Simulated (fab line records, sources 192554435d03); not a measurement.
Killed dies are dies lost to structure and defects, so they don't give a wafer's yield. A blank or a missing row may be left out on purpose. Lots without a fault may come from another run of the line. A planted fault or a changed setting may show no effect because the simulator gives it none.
fab line records | flow n5_finfet
record lots=10 wafers=29 last_day=18
route steps=1938 shown BEOL_M2@884 BEOL_M4@1111 PAD_METAL@1893 PASSIVATION@1916
lots that met no fault: from a run of the same line without faults
start_h: hours from the record's first day to the start of the lot's first wafer shown | wait_h: hours since the lot's step before | " the same as in the row above | L1.1+2: a row that stands for several wafers | - no value, or no start given | * or withheld: withheld | < > ~ a bound
route shown NAME@n: a module of which the file shows steps, and the number in the route of the first | usual: mean/standard deviation of fault-free wafers | same: alike in all rows | chamber/n: place in a boat | sites: the reading at each site | _std_site: their standard deviation | _edge_site: outer sites' mean less inner sites' | radius_mm: how far each site lies from the wafer's centre | mask NAME#n: copy n | behind: the tool/chamber that last shaped the wafer | hold: why the lot was held/for how many hours/how that ended | device: the transistor (n, p or np) that didn't switch | end of line: the same wafers' tests at the end of the route | a step without rows: its recipe alone | killed: dies lost to structure and defects at the first sort, not the wafer's yield | map: a wafer's dies, x killed, . not, _ none there
set.NAME: the setting as run; set.NAME@STEP: as run at that earlier step | model.NAME: the simulator's own value behind a step, which no gauge read
steps of the route over a sample of lots; a table a step, a row a wafer
services: from which hour (start_h, from the record's first day; less than 0 if before it) a tool's chamber was out of use, for how many hours, and why
## steps
# step N5_BEOL_M2_ETCH_70
# recipe chemistry=N2/H2 target=SOC target_depth_a=800 overetch_a=240 mask_material=SiARC temp_c=40 time_s=130 ion_energy_ev=200 pressure_mtorr=30 source_w=840 bias_w=150 n2_flow_sccm=200 h2_flow_sccm=200
# usual drypump_motor_current_A=5.7/0.4 h2_flow_sccm=199.9/0.65 oes_product_au=0.56/0.053 rf_vpp_V=523.7/2.9 showerhead_plenum_p_Torr=2.54/0.099 throttle_valve_pct=17.87/0.22
# columns lot.wafer tool chamber start_h wait_h drypump_motor_current_A h2_flow_sccm oes_product_au rf_hours_counter_h rf_vpp_V showerhead_plenum_p_Torr throttle_valve_pct
L522.1 rie_diel-06 3 147.96 0.0 5.7 200.8 0.59 120 525.9 2.64 17.65
L522.4 " 2 " " 5.6 200.0 0.52 199 520.2 2.42 17.87
L522.5 " 1 " " 5.8 199.8 0.53 - 522.6 2.52 18.28
L523.2 rie_diel-01 0 168.63 0.0 5.5 200.4 0.59 77 526.0 2.57 17.59
L523.3 " 2 " " 6.3 199.8 0.50 225 526.0 2.61 17.70
L523.6 " 3 " " 5.3 199.7 0.53 - 524.4 2.53 17.82
L525.1 rie_diel-06 2 172.04 0.0 5.6 199.7 0.51 209 522.7 2.41 17.88
L525.2 " 0 " " 6.1 199.2 0.57 142 527.2 2.65 17.86
L525.6 " 1 " " 5.8 200.0 0.53 - 523.5 2.52 18.28
L526.1 rie_diel-06 2 174.84 0.0 5.6 201.2 0.51 210 520.6 2.41 17.88
L526.3 " 3 " " 5.7 200.2 0.58 127 525.7 2.64 17.62
L526.5 " 3 " " 5.7 199.6 0.57 - 527.7 2.64 17.64
L527.2 rie_diel-01 2 175.06 0.0 6.4 200.3 0.51 227 525.8 2.61 17.71
L527.3 " 0 " " 5.5 199.7 0.59 79 525.8 2.57 17.57
L527.4 " 3 " " 5.3 199.8 0.53 215 521.9 2.53 17.84
L528.1 rie_diel-05 3 183.08 0.0 5.1 200.3 0.54 205 523.4 2.50 17.75
L528.3 " 2 " " 5.4 198.8 0.51 242 520.8 2.40 17.86
L528.6 " 1 " " 6.6 199.1 0.70 - 528.5 2.74 17.95
L531.1 rie_diel-06 3 200.93 0.0 5.7 201.1 0.58 136 527.3 2.64 17.66
L531.2 " 1 " " 5.8 199.8 0.52 247 522.7 2.52 18.32
L531.5 " 3 " " 5.7 199.8 0.57 - 526.9 2.64 17.65
L533.1 rie_diel-01 0 221.58 0.0 5.5 201.2 0.58 97 524.5 2.56 17.60
L533.2 " 3 " " 5.3 201.3 0.52 234 524.0 2.52 17.84
L533.5 " 1 " " 6.1 199.2 0.52 - 522.8 2.53 18.14
L539.1 rie_diel-06 2 246.76 0.0 5.6 200.3 0.51 235 521.1 2.40 17.93
L539.2 " 1 " " 5.7 200.1 0.68 7 524.7 2.51 17.84
L539.4 " 3 " " 5.7 199.2 0.54 151 525.4 2.63 17.68
L541.4 rie_diel-06 3 275.71 0.0 5.7 199.7 0.53 161 526.9 2.62 17.70
L541.6 " 0 " " 6.0 201.2 0.51 - 525.3 2.63 17.91
# step N5_BEOL_M4_RC_MEAS_101
# usual DIBL_N=35.9/1.4 DIBL_P=35.9/1.7 IOFF_N=0.160/0.026 IOFF_P=0.21/0.036 ION_N=672/11 ION_P=461/8.1 SS_N=71.4/0.54 SS_P=73.2/0.67 VT_N=249.3/2.7 VT_P=-250/3.9
# columns lot.wafer tool chamber start_h wait_h DIBL_N[mV/V] DIBL_P[mV/V] IOFF_N[nA/um] IOFF_P[nA/um] ION_N[uA/um] ION_P[uA/um] SS_N[mV/dec] SS_P[mV/dec] VT_N[mV] VT_P[mV]
L522.1 prober-01 0 172.90 0.0 34.3 33.6 0.129 0.19 660 462 71.6 72.8 250.5 -248
L522.4 " 0 " " 38.8 39.7 0.233 0.29 687 468 72.8 74.8 243.2 -244
L522.5 " 0 " " 36.5 35.2 0.155 0.22 672 457 72.1 73.3 251.0 -247
L523.2 prober-01 0 192.44 0.2 34.8 34.6 0.127 0.20 660 460 71.4 71.7 253.8 -248
L523.3 " 0 " " 36.4 37.3 0.172 0.26 683 474 71.5 73.3 250.2 -246
L523.6 " 0 " " 32.5 32.9 0.114 0.19 669 470 70.7 72.3 250.5 -247
L527.2 prober-01 0 197.59 0.2 35.8 37.4 0.168 0.24 689 473 71.4 73.3 248.0 -249
L527.3 " 0 " " 37.2 38.3 0.183 0.24 681 463 71.7 73.6 246.9 -247
L527.4 " 0 " " 35.4 36.6 0.158 0.21 666 459 70.7 73.8 249.3 -252
L525.1 prober-02 0 204.42 0.0 37.0 38.7 0.187 0.24 680 455 72.2 74.2 246.1 -249
L525.2 " 0 " " 35.1 36.5 0.160 0.20 680 468 71.6 73.1 248.8 -253
L525.6 " 0 " " 34.3 35.6 0.139 0.18 673 459 71.5 73.1 249.6 -255
L526.1 prober-01 0 206.52 0.0 37.4 35.6 0.178 0.20 674 456 71.8 73.3 247.8 -255
L526.3 " 0 " " 37.1 36.0 0.178 0.21 686 458 71.6 73.6 249.2 -253
L526.5 " 0 " " 35.0 33.4 0.136 0.16 664 448 71.7 72.4 253.0 -255
L528.1 prober-01 0 208.68 0.0 36.4 34.8 0.153 0.20 671 464 71.4 73.4 250.6 -250
L528.3 " 0 " " 36.4 35.9 0.160 0.23 677 474 71.3 73.2 248.7 -247
L528.6 " 0 " " 35.4 34.2 0.147 0.20 670 465 70.6 72.6 249.6 -246
L531.1 prober-02 0 230.17 0.0 35.7 35.9 0.157 0.21 667 456 71.3 73.0 250.1 -247
L531.2 " 0 " " 34.4 34.8 0.137 0.20 666 463 70.3 73.0 248.8 -248
L531.5 " 0 " " 33.6 33.0 0.122 0.17 648 452 71.2 71.8 253.3 -251
L533.1 prober-02 0 250.04 0.0 38.3 39.4 0.204 0.25 676 464 72.0 73.9 243.8 -250
L533.2 " 0 " " 35.8 36.3 0.158 0.20 686 466 71.6 72.9 248.7 -250
L533.5 " 0 " " 36.1 36.8 0.169 0.21 687 463 71.7 72.5 245.5 -251
L539.1 prober-01 0 276.40 0.0 37.8 38.4 0.207 0.23 679 458 72.8 73.4 246.9 -248
L539.2 " 0 " " 34.7 34.8 0.137 0.18 658 456 71.4 72.3 250.4 -252
# step N5_PASSIVATION_DEGAS_18
# recipe ambient=vacuum temp_c=300 time_s=60
# usual heater_power_w=449/48
# columns lot.wafer tool chamber start_h wait_h heater_power_w
L522.1 pvd_sputter-02 - 266.25 0.0 434
L522.4 " - " " 366
L522.5 " - " " 571
L523.2 pvd_sputter-03 - 288.06 0.3 422
L523.3 " - " " 430
L523.6 " - " " 452
L527.2 pvd_sputter-02 - 293.88 1.3 458
L527.3 " - " " 371
L527.4 " - " " 558
L525.1 pvd_sputter-03 - 297.25 1.3 429
L525.2 " - " " 466
L525.6 " - " " 474
L526.1 pvd_sputter-03 - 297.59 1.5 417
L526.3 " - " " 455
L526.5 " - " " 447
L528.1 pvd_sputter-02 - 315.42 0.2 451
L528.3 " - " " 366
L528.6 " - " " 556
L531.1 pvd_sputter-01 - 332.45 0.5 420
L531.2 " - " " 428
L531.5 " - " " 467
L533.1 pvd_sputter-02 - 340.48 0.5 359
L533.2 " - " " 433
L533.5 " - " " 430
L539.1 pvd_sputter-02 - 376.48 0.0 453
L539.2 " - " " 367
# step N5_PASSIVATION_PECVD_35
# recipe material=SiNx target_thk_a=7000 temp_c=400 precursor=SiH4/NH3/N2 pressure_torr=4.9 rf_w=1406 time_s=151.3
# usual heater_power_w=417/120 showerhead_plenum_p_Torr=8.69/0.065 throttle_valve_pct=29.0/1
# columns lot.wafer tool chamber start_h wait_h heater_power_w showerhead_plenum_p_Torr throttle_valve_pct
L522.1 pecvd-02 1 268.38 0.1 596 8.77 29.4
L522.4 " 0 " " 423 8.70 29.6
L522.5 " 1 " " 614 8.77 29.9
L523.2 pecvd-03 0 290.01 0.1 207 8.62 31.2
L523.3 " 2 " " 510 8.78 26.9
L523.6 " 1 " " 362 8.69 29.2
L527.2 pecvd-02 2 295.89 0.1 505 8.63 27.6
L527.3 " 1 " " 624 8.75 29.2
L527.4 " 2 " " 562 8.63 27.6
L526.1 pecvd-01 1 299.65 0.1 304 8.58 28.9
L526.3 " 2 " " 498 8.74 28.2
L526.5 " 2 " " 513 8.72 28.0
L525.1 pecvd-03 0 300.09 0.1 246 8.64 30.8
L525.2 " 1 " " 328 8.68 29.0
L525.6 " 0 " " 130 8.64 30.7
L528.1 pecvd-01 0 317.41 0.1 416 8.64 30.1
L528.3 " 1 " " 313 8.58 28.9
L528.6 " 2 " " 435 8.73 28.6
L531.1 pecvd-01 2 334.56 0.1 481 8.74 28.5
L531.2 " 0 " " 312 8.65 30.1
L531.5 " 1 " " 319 8.58 28.7
L533.1 pecvd-01 1 342.48 0.1 201 8.59 28.8
L533.2 " 0 " " 435 8.65 30.1
L533.5 " 1 " " 247 8.55 28.8
L539.1 pecvd-03 2 378.43 0.1 560 8.76 27.3
L539.2 " 0 " " 252 8.63 30.9
# step N5_PASSIVATION_STRIP_48
# recipe chemistry=O2 power_w=600 temp_c=60 pressure_mtorr=30 rf_frequency_hz=6e+07 bias_power_w=0 overash_fraction=0.5 o2_flow_sccm=225
# usual drypump_motor_current_A=5.7/0.43 oes_product_au=0.82/0.092 rf_vpp_V=3.8/2.6 showerhead_plenum_p_Torr=2.11/0.11 throttle_valve_pct=16.63/0.25
# columns lot.wafer tool chamber start_h wait_h drypump_motor_current_A oes_product_au rf_hours_counter_h rf_vpp_V showerhead_plenum_p_Torr throttle_valve_pct
L522.1 rie_diel-06 2 269.63 0.1 5.6 0.71 244 4.2 1.99 16.89
L522.4 " 1 " " 5.7 0.88 15 3.1 2.04 16.43
L522.5 " 0 " " 6.0 0.74 - 0.2 2.20 16.84
L523.2 rie_diel-05 0 291.62 0.1 5.2 0.69 198 4.0 1.89 16.89
L523.3 " 1 " " 6.6 0.90 49 0.9 2.24 16.85
L523.6 " 3 " " 5.1 0.71 - 1.5 2.06 16.73
L527.2 rie_diel-05 0 297.38 0.1 5.2 0.71 201 6.5 1.89 16.84
L527.3 " 3 " " 5.1 0.69 250 5.0 2.06 16.80
L527.4 " 1 " " 6.6 0.89 53 7.5 2.24 16.83
L526.1 rie_diel-06 3 300.91 0.1 5.7 0.78 173 3.9 2.18 16.84
L526.3 " 1 " " 5.7 0.87 24 1.9 2.04 16.58
L526.5 " 1 " " 5.7 0.88 - 4.8 2.04 16.42
L525.1 rie_diel-06 1 301.50 0.1 5.8 0.89 25 4.0 2.04 16.46
L525.2 " 3 " " 5.7 0.74 173 7.3 2.18 16.86
L525.6 " 0 " " 6.0 0.72 - 7.6 2.19 16.91
L528.1 rie_diel-01 3 318.48 0.1 5.3 0.95 12 0.1 2.05 16.33
L528.3 " 1 " " 6.1 0.66 250 1.1 2.04 16.84
L528.6 " 0 " " 5.5 0.74 - 5.1 2.11 16.61
L531.1 rie_diel-06 2 335.83 0.1 5.5 1.01 8 4.4 2.25 16.38
L531.2 " 3 " " 5.7 0.73 182 0 2.18 16.83
L531.5 " 0 " " 6.1 0.75 - 0.1 2.19 16.88
L533.1 rie_diel-06 2 343.80 0.1 5.6 0.98 11 1.8 2.24 16.34
L533.2 " 0 " " 6.0 0.75 206 9.0 2.19 16.94
L533.5 " 2 " " 5.5 0.94 - 1.0 2.24 16.38
L539.1 rie_diel-06 0 379.50 0.1 5.9 0.69 217 1.6 2.18 17.01
L539.2 " 3 " " 5.8 0.71 196 3.8 2.17 16.83
# step N5_PASSIVATION_PROBE_49
# usual defect_limited_yield=90.9/1.5 killed_at_M0_to_M3=35/10 killed_at_M4_up=14/5.2 killed_at_contacts=13/7.3 killed_at_front_end=42/12 killed_at_other=3.4/2.5 killed_dies=108/18 killed_on_rim=14/4.2 killed_open=70/13 killed_short=35/8 sort_bin_4_leakage=0.00/0.007 sort_bin_5_function=5.4/1 sort_bin_6_memory=3.4/0.71 sort_n_pass=1072/18 sort_yield_pct=90.9/1.5
# same gross_dies=1180 killed_at_back_side=0 sort_bin_8_speed[%]=0
# columns lot.wafer tool chamber start_h wait_h defect_limited_yield[%] killed_at_M0_to_M3 killed_at_M4_up killed_at_contacts killed_at_front_end killed_at_other killed_dies killed_on_rim killed_open killed_short sort_bin_4_leakage[%] sort_bin_5_function[%] sort_bin_6_memory[%] sort_n_pass sort_yield_pct[%]
L522.1 prober-01 - 272.13 0.0 91.6 34 13 16 31 5 99 17 52 43 0 4.5 3.6 1081 91.6
L522.4 prober-01 - 272.28 0.2 90.9 43 9 14 39 2 107 20 58 41 0.08 4.7 3.6 1072 90.8
L522.5 prober-01 - 272.33 0.2 92.6 27 11 7 34 8 87 8 55 28 0 4.3 2.5 1093 92.6
L523.2 prober-01 - 294.16 0.1 92.0 38 13 6 28 9 94 8 58 28 0 4.9 2.5 1086 92.0
L523.3 prober-01 - 294.21 0.1 92.2 38 13 18 22 1 92 20 60 28 0 4.5 3.1 1088 92.2
L523.6 prober-01 - 294.36 0.3 92.5 32 11 19 25 2 89 11 58 29 0 4.1 2.9 1091 92.5
L527.2 prober-01 - 299.93 0.1 92.5 46 9 9 21 3 88 12 45 41 0 4.4 2.5 1092 92.5
L527.3 prober-01 - 299.98 0.1 91.3 49 14 10 29 1 103 15 65 38 0 4.7 3.6 1077 91.3
L527.4 prober-01 - 300.03 0.2 92.6 48 13 4 20 2 87 5 54 32 0 4.3 2.8 1093 92.6
L526.1 prober-02 - 303.40 0.0 92.1 29 11 19 31 3 93 14 57 34 0 4.2 3.5 1087 92.1
L526.3 prober-02 - 303.50 0.1 92.0 22 22 9 37 4 94 13 54 36 0 5.4 2.2 1086 92.0
L526.5 prober-02 - 303.60 0.2 90.6 24 16 22 45 4 111 10 82 26 0 5.3 3.9 1069 90.6
L525.1 prober-01 - 303.99 0.0 90.7 29 10 11 55 5 110 16 69 36 0 5.5 3.2 1070 90.7
L525.2 prober-01 - 304.04 0.1 93.7 25 6 4 37 2 74 9 51 23 0 3.6 2.3 1106 93.7
L525.6 prober-01 - 304.24 0.3 92.1 32 14 12 31 4 93 13 57 34 0 4.3 3.1 1087 92.1
L528.1 prober-02 - 320.97 0.0 92.4 43 12 7 22 6 90 10 62 28 0 4.9 2.4 1090 92.4
L528.3 prober-02 - 321.07 0.1 91.8 30 14 6 47 0 97 13 67 26 0 5.3 2.8 1083 91.8
L528.6 prober-02 - 321.22 0.3 90.1 37 25 5 48 2 117 19 77 39 0 6.2 3.6 1063 90.1
L531.1 prober-01 - 338.34 0.0 89.5 47 23 16 32 6 124 17 88 36 0 6.4 3.7 1056 89.5
L531.2 prober-01 - 338.39 0.1 90.8 44 13 11 39 2 109 11 69 39 0 5.5 3.5 1071 90.8
L531.5 prober-01 - 338.54 0.2 88.1 39 25 18 58 0 140 11 101 38 0 7.2 4.5 1040 88.1
L533.1 prober-01 - 346.29 0.0 91.2 33 29 7 30 5 104 11 73 22 0 4.6 3.6 1076 91.2
L533.2 prober-01 - 346.34 0.1 89.7 48 23 12 34 4 121 11 67 52 0 5.8 4.0 1059 89.7
L533.5 prober-01 - 346.49 0.2 88.6 36 35 11 42 10 134 19 85 46 0 7.6 3.2 1046 88.6
L539.1 prober-02 - 381.99 0.0 91.2 33 11 10 44 6 104 20 81 22 0 5.3 3.1 1076 91.2
L539.2 prober-02 - 382.04 0.1 92.9 32 10 14 26 2 84 9 58 25 0 4.6 2.5 1096 92.9
L539.4 prober-02 - 382.14 0.2 24.1 825 20 9 40 2 896 148 62 38 0 72.5 3.2 284 24.1
L541.4 prober-01 - 425.96 0.2 26.3 781 15 14 57 3 870 133 78 39 0 69.2 4.3 310 26.3
L541.6 prober-01 - 426.06 0.3 7.8 979 18 12 78 1 1088 117 90 55 0 87.2 4.7 92 7.8
# killed by level:class
L522.1 BEOL_M0_SAQP:geometric_particle:short=12 MOL_CONTACT_COAG:geometric_particle:open=10 DUMMY_GATE:geometric_particle:open=9 BEOL_M1:geometric_particle:open=6 FIN_SAQP:geometric_particle:short=5 MOL_CONTACT_COAG:geometric_particle:short=5 BEOL_M4:geometric_particle:open=5 STARTING-WAFER:geometric_particle:short=5
L522.4 BEOL_M1:geometric_particle:open=12 MOL_CONTACT_COAG:geometric_particle:open=11 BEOL_M0_SAQP:geometric_particle:short=10 FIN_SAQP:geometric_particle:short=9 BEOL_M1:geometric_particle:short=7 BEOL_M0_SAQP:geometric_particle:open=6 BEOL_M2:geometric_particle:open=5 HKMG_FIN:area_etch=5
L522.5 GATE_CUT:geometric_particle:open=9 BEOL_M0_SAQP:geometric_particle:open=7 BEOL_M0:geometric_particle:open=7 GATE_CUT:geometric_particle:short=6 MOL_CONTACT_COAG:geometric_particle:open=6 STI_FIN_REVEAL:geometric_particle:open=5 BEOL_M0_SAQP:geometric_particle:short=3 BEOL_M1:geometric_particle:open=3
L523.2 BEOL_M0_SAQP:geometric_particle:open=9 STI_FIN_REVEAL:geometric_particle:open=7 BEOL_M3:geometric_particle:open=6 PASS1_CAP:geometric_particle:short=6 FIN_SAQP:geometric_particle:open=5 MOL_CONTACT_COAG:geometric_particle:open=5 BEOL_M0:geometric_particle:open=5 BEOL_M1:geometric_particle:open=4
L523.3 MOL_CONTACT_COAG:geometric_particle:open=13 BEOL_M1:geometric_particle:open=9 FIN_SAQP:geometric_particle:open=6 BEOL_M1:geometric_particle:short=5 BEOL_M3:geometric_particle:open=5 MOL_CONTACT_COAG:geometric_particle:short=4 BEOL_M0_SAQP:geometric_particle:short=4 BEOL_M0:geometric_particle:open=4
L523.6 MOL_CONTACT_COAG:geometric_particle:open=17 BEOL_M3:geometric_particle:open=11 FIN_SAQP:geometric_particle:open=9 BEOL_M1:geometric_particle:open=5 BEOL_M0_SAQP:geometric_particle:short=4 BEOL_M1:geometric_particle:short=4 BEOL_M4:geometric_particle:open=4 FIN_SAQP:geometric_particle:short=3
L527.2 BEOL_M0_SAQP:geometric_particle:short=16 BEOL_M0_SAQP:geometric_particle:open=11 FIN_SAQP:geometric_particle:short=6 MOL_CONTACT_COAG:geometric_particle:open=6 BEOL_M3:geometric_particle:open=6 FIN_SAQP:geometric_particle:open=3 STI_FIN_REVEAL:geometric_particle:open=3 BEOL_M4:geometric_particle:open=3
L527.3 BEOL_M0_SAQP:geometric_particle:open=15 BEOL_M0_SAQP:geometric_particle:short=12 BEOL_M2:geometric_particle:open=11 BEOL_M5:geometric_particle:open=7 STI_FIN_REVEAL:geometric_particle:open=6 MOL_CONTACT_COAG:geometric_particle:short=5 MOL_CONTACT_COAG:geometric_particle:open=5 FIN_SAQP:geometric_particle:short=4
L527.4 BEOL_M0_SAQP:geometric_particle:short=13 BEOL_M0_SAQP:geometric_particle:open=10 BEOL_M4:geometric_particle:open=7 BEOL_M1:geometric_particle:open=6 BEOL_M3:geometric_particle:open=6 STARTING-WAFER:geometric_particle:open=6 BEOL_M3:geometric_particle:short=5 DUMMY_GATE:geometric_particle:open=4
L526.1 MOL_CONTACT_COAG:geometric_particle:open=16 FIN_SAQP:geometric_particle:open=9 BEOL_M0_SAQP:geometric_particle:short=9 FIN_SAQP:geometric_particle:short=7 STI_FIN_REVEAL:geometric_particle:open=5 BEOL_M2:geometric_particle:open=5 GATE_CUT:geometric_particle:short=4 BEOL_M0_SAQP:geometric_particle:open=4
L526.3 STI_FIN_REVEAL:geometric_particle:open=12 BEOL_M0_SAQP:geometric_particle:short=8 BEOL_M4:geometric_particle:open=6 BEOL_M5:geometric_particle:short=6 MOL_CONTACT_COAG:geometric_particle:open=6 BEOL_M0_SAQP:geometric_particle:open=6 FIN_SAQP:geometric_particle:open=4 FIN_SAQP:geometric_particle:short=4
L526.5 MOL_CONTACT_COAG:geometric_particle:open=20 FIN_SAQP:geometric_particle:open=15 STI_FIN_REVEAL:geometric_particle:open=13 BEOL_M0_SAQP:geometric_particle:open=9 FIN_SAQP:geometric_particle:short=5 BEOL_M0_SAQP:geometric_particle:short=4 BEOL_M1:geometric_particle:short=4 BEOL_M5:geometric_particle:open=4
L525.1 FIN_SAQP:geometric_particle:open=11 FIN_SAQP:geometric_particle:short=9 STI_FIN_REVEAL:geometric_particle:open=7 MOL_CONTACT_COAG:geometric_particle:open=6 DUMMY_GATE:geometric_particle:open=5 BEOL_M1:geometric_particle:open=5 BEOL_M2:geometric_particle:open=5 ILD0:geometric_particle:short=4
L525.2 FIN_SAQP:geometric_particle:short=9 FIN_SAQP:geometric_particle:open=8 BEOL_M3:geometric_particle:open=6 BEOL_M0_SAQP:geometric_particle:open=6 BEOL_M2:geometric_particle:open=5 MOL_CONTACT_COAG:geometric_particle:open=4 DUMMY_GATE:geometric_particle:open=3 STARTING-WAFER:geometric_particle:open=3
L525.6 BEOL_M0_SAQP:geometric_particle:open=11 MOL_CONTACT_COAG:geometric_particle:open=10 BEOL_M0_SAQP:geometric_particle:short=10 FIN_SAQP:geometric_particle:short=6 DUMMY_GATE:geometric_particle:open=6 STI_FIN_REVEAL:geometric_particle:open=5 BEOL_M3:geometric_particle:open=5 FIN_SAQP:geometric_particle:open=4
L528.1 BEOL_M0_SAQP:geometric_particle:open=17 BEOL_M0_SAQP:geometric_particle:short=9 BEOL_M2:geometric_particle:open=7 MOL_CONTACT_COAG:geometric_particle:open=6 BEOL_M4:geometric_particle:open=6 FIN_SAQP:geometric_particle:short=4 GATE_CUT:geometric_particle:short=4 BEOL_M3:geometric_particle:open=4
L528.3 GATE_CUT:geometric_particle:short=11 FIN_SAQP:geometric_particle:open=10 BEOL_M2:geometric_particle:open=10 BEOL_M0_SAQP:geometric_particle:open=6 STI_FIN_REVEAL:geometric_particle:open=5 MOL_CONTACT_COAG:geometric_particle:open=5 ILD0:geometric_particle:open=4 GATE_CUT:geometric_particle:open=4
L528.6 BEOL_M4:geometric_particle:open=11 STI_FIN_REVEAL:geometric_particle:open=10 BEOL_M0_SAQP:geometric_particle:open=9 BEOL_M1:geometric_particle:open=9 BEOL_M2:geometric_particle:open=7 BEOL_M8:geometric_particle:open=6 FIN_SAQP:geometric_particle:short=5 BEOL_M0_SAQP:geometric_particle:short=5
L531.1 FIN_SAQP:geometric_particle:open=13 MOL_CONTACT_COAG:geometric_particle:open=13 BEOL_M2:geometric_particle:short=9 BEOL_M5:geometric_particle:open=8 BEOL_M0_SAQP:geometric_particle:open=8 BEOL_M2:geometric_particle:open=8 BEOL_M1:geometric_particle:open=7 BEOL_M0_SAQP:geometric_particle:short=7
L531.2 FIN_SAQP:geometric_particle:open=12 MOL_CONTACT_COAG:geometric_particle:open=9 BEOL_M3:geometric_particle:open=8 FIN_SAQP:geometric_particle:short=6 BEOL_M0_SAQP:geometric_particle:open=6 BEOL_M0_SAQP:geometric_particle:short=6 BEOL_M3:geometric_particle:short=6 BEOL_M4:geometric_particle:open=6
L531.5 FIN_SAQP:geometric_particle:open=23 FIN_SAQP:geometric_particle:short=15 BEOL_M4:geometric_particle:open=14 MOL_CONTACT_COAG:geometric_particle:open=14 BEOL_M2:geometric_particle:open=9 BEOL_M3:geometric_particle:open=9 BEOL_M0_SAQP:geometric_particle:short=8 STI_FIN_REVEAL:geometric_particle:open=7
L533.1 BEOL_M4:geometric_particle:open=14 STI_FIN_REVEAL:geometric_particle:open=7 BEOL_M1:geometric_particle:open=6 BEOL_M3:geometric_particle:open=6 DUMMY_GATE:geometric_particle:open=5 MOL_CONTACT_COAG:geometric_particle:open=5 BEOL_M0_SAQP:geometric_particle:short=5 BEOL_M2:geometric_particle:open=5
L533.2 BEOL_M3:geometric_particle:open=13 BEOL_M4:geometric_particle:open=12 FIN_SAQP:geometric_particle:short=11 MOL_CONTACT_COAG:geometric_particle:open=8 BEOL_M0_SAQP:geometric_particle:short=7 BEOL_M4:geometric_particle:short=6 BEOL_M0:geometric_particle:short=6 BEOL_M1:geometric_particle:open=6
L533.5 BEOL_M4:geometric_particle:open=24 BEOL_M2:geometric_particle:open=10 PASS1_CAP:geometric_particle:short=8 FIN_SAQP:geometric_particle:short=7 MOL_CONTACT_COAG:geometric_particle:open=7 STI_FIN_REVEAL:geometric_particle:open=7 DUMMY_GATE:geometric_particle:open=7 BEOL_M3:geometric_particle:open=6
L539.1 FIN_SAQP:geometric_particle:open=10 MOL_CONTACT_COAG:geometric_particle:open=10 BEOL_M1:geometric_particle:open=9 STI_FIN_REVEAL:geometric_particle:open=8 DUMMY_GATE:geometric_particle:open=6 GATE_CUT:geometric_particle:short=6 BEOL_M0_SAQP:geometric_particle:open=6 BEOL_M2:geometric_particle:open=5
L539.2 MOL_CONTACT_COAG:geometric_particle:open=11 BEOL_M2:geometric_particle:open=8 BEOL_M3:geometric_particle:open=7 FIN_SAQP:geometric_particle:short=5 GATE_CUT:geometric_particle:open=5 BEOL_M0:geometric_particle:open=5 BEOL_M4:geometric_particle:open=5 BEOL_M1:geometric_particle:open=4
L539.4 BEOL_M2:area_etch=795 MOL_CONTACT_COAG:geometric_particle:open=8 GATE_CUT:geometric_particle:short=7 BEOL_M5:geometric_particle:open=6 FIN_SAQP:geometric_particle:short=5 STI_FIN_REVEAL:geometric_particle:open=5 DUMMY_GATE:geometric_particle:open=5 STARTING-WAFER:geometric_particle:short=5
L541.4 BEOL_M2:area_etch=752 STI_FIN_REVEAL:geometric_particle:open=24 MOL_CONTACT_COAG:geometric_particle:open=12 BEOL_M0_SAQP:geometric_particle:short=8 STI_FIN_REVEAL:geometric_particle:short=7 DUMMY_GATE:geometric_particle:open=7 BEOL_M4:geometric_particle:open=6 BEOL_M0_SAQP:geometric_particle:open=5
L541.6 BEOL_M2:area_etch=941 STI_FIN_REVEAL:geometric_particle:open=20 FIN_SAQP:geometric_particle:open=14 GATE_CUT:geometric_particle:short=14 BEOL_M2:geometric_particle:open=9 BEOL_M4:geometric_particle:open=9 FIN_SAQP:geometric_particle:short=8 MOL_CONTACT_COAG:geometric_particle:open=8
## services
# columns tool chamber start_h hours kind
rie_diel-06 2 130.51 8.3 repair
pvd_sputter-03 - 134.43 3.8 repair
pvd_sputter-02 - 138.49 1.9 repair
pecvd-02 - 149.20 1.5 repair
pvd_sputter-03 - 149.97 2.2 repair
rie_diel-06 3 159.99 6.8 repair
pecvd-02 0 162.79 21.3 repair
pecvd-02 - 174.89 0.7 repair
pecvd-01 - 178.63 6.0 pm
pecvd-02 - 185.19 4.3 pm
pecvd-01 2 207.56 17.3 repair
pecvd-03 - 212.33 5.2 repair
rie_diel-05 1 221.26 6.6 repair
rie_diel-01 2 252.91 7.8 repair
pecvd-03 - 266.75 2.8 pm
pecvd-01 - 294.03 5.5 pm
rie_diel-06 3 309.61 11.3 repair
rie_diel-01 3 331.39 3.3 repair
pvd_sputter-02 - 335.00 4.1 repair
pecvd-03 - 338.04 0.8 repair
pecvd-01 - 343.79 2.8 pm
rie_diel-06 2 357.44 6.5 repair
pecvd-02 - 367.90 1.0 repair
rie_diel-05 3 367.90 10.7 repair
## key
first_sign step=N5_PASSIVATION_PROBE_49 reading=killed_at_M0_to_M3 direction=up sigmas=79 usual=35 struck=862
effect step=N5_PASSIVATION_PROBE_49 reading=sort_bin_5_function direction=up sigmas=71 usual=5.4 struck=76.3
more_kills_born_at N5_BEOL_M2_ETCH_70@rie_diel-06=2488
met_at N5_BEOL_M2_ETCH_70
struck_lots L539,L541
struck_wafers L539.4,L541.4,L541.6
later_rows_left_out L539.4,L541.4,L541.6
not_acting_at N5_PASSIVATION_DEGAS_18,N5_PASSIVATION_PECVD_35,N5_PASSIVATION_STRIP_48
onset_between 200.93 246.76
fault kind=process_parameter_drift tool=rie_diel-06 chamber=- onset_h=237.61 steps=N5_BEOL_M2_ETCH_70 channel=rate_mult offset=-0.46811 shape=step end_h=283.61 scope=struck_wafers_only
# later_rows_left_out: the simulator's readings of these wafers behind a module that went badly wrong aren't trusted and aren't shown, but for the sort
